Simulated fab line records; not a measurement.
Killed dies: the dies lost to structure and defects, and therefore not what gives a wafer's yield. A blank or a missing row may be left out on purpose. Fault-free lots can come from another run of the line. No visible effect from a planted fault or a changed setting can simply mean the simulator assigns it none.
Which tool was responsible? || flow nand-harc || 7 lots, 20 wafers sampled, at 2 steps of a route of 1159

## WHAT THE GAUGES READ, wafer by wafer
NHARC_A_BLC_INSPECT_12.
{"lot": "L569", "measured": "day 16 22:13", "on": "defect-inspect-01", "raw-defect-count": "27 15 18"}
{"lot": "L574", "measured": "day 18 02:12", "on": "defect-inspect-02", "raw-defect-count": "6 8 8"}
{"lot": "L578", "measured": "day 19 00:19", "on": "defect-inspect-02", "raw-defect-count": "27 28 24"}
{"lot": "L579", "measured": "day 19 15:17", "on": "defect-inspect-01", "raw-defect-count": "36 48 42"}
{"lot": "L585", "measured": "day 20 20:23", "on": "defect-inspect-01", "raw-defect-count": "41 29"}
{"lot": "L587", "measured": "day 21 23:23", "on": "defect-inspect-01", "raw-defect-count": "25 26 21"}
{"lot": "L592", "measured": "day 23 14:11", "on": "defect-inspect-01", "raw-defect-count": "50 67 45"}

## TOOL THAT RAN EACH LOT (tool first, then ch and the chambers of the sampled wafers, then the start)
{"lot": "L569", "NHARC_A_CONTACT_ETCH_110": "rie-diel-09 ch 2,3, day 16 19:35"}
{"lot": "L574", "NHARC_A_CONTACT_ETCH_110": "rie-diel-10 ch 0,3, day 17 23:14"}
{"lot": "L578", "NHARC_A_CONTACT_ETCH_110": "rie-diel-02 ch 1,2, day 18 19:42"}
{"lot": "L579", "NHARC_A_CONTACT_ETCH_110": "rie-diel-10 ch 0,2,3, day 19 12:31"}
{"lot": "L585", "NHARC_A_CONTACT_ETCH_110": "rie-diel-09 ch 3, day 20 17:36"}
{"lot": "L587", "NHARC_A_CONTACT_ETCH_110": "rie-diel-10 ch 0,1,3, day 21 15:14"}
{"lot": "L592", "NHARC_A_CONTACT_ETCH_110": "rie-diel-09 ch 0,1,3, day 23 04:20"}
- NHARC_A_CONTACT_ETCH_110: etches the open film in CF4/O2, target depth 50 nm, overetch 5 nm, time 27.5 s.

## THE ANSWER, worked out from the rows above alone
Rule: the usual values come from the lots themselves. The widest of any qualifying gaps counts: lots, ordered by their means at a reading, are off when they make up no more than a third of the lots, leave a main group of 4 or more, and stand apart from it by 3 or more times the standard deviation of that group's means. Not used: any main group whose means are identical at the precision the tables above print for the reading. Also off: a lot with no number at a reading for which 4 or more lots have one. All remaining lots with rows at the step are treated as sound.
Nothing can be told from this: no lot is off at any reading shown.

## WHAT HAD BEEN PUT IN BY THE SIMULATOR
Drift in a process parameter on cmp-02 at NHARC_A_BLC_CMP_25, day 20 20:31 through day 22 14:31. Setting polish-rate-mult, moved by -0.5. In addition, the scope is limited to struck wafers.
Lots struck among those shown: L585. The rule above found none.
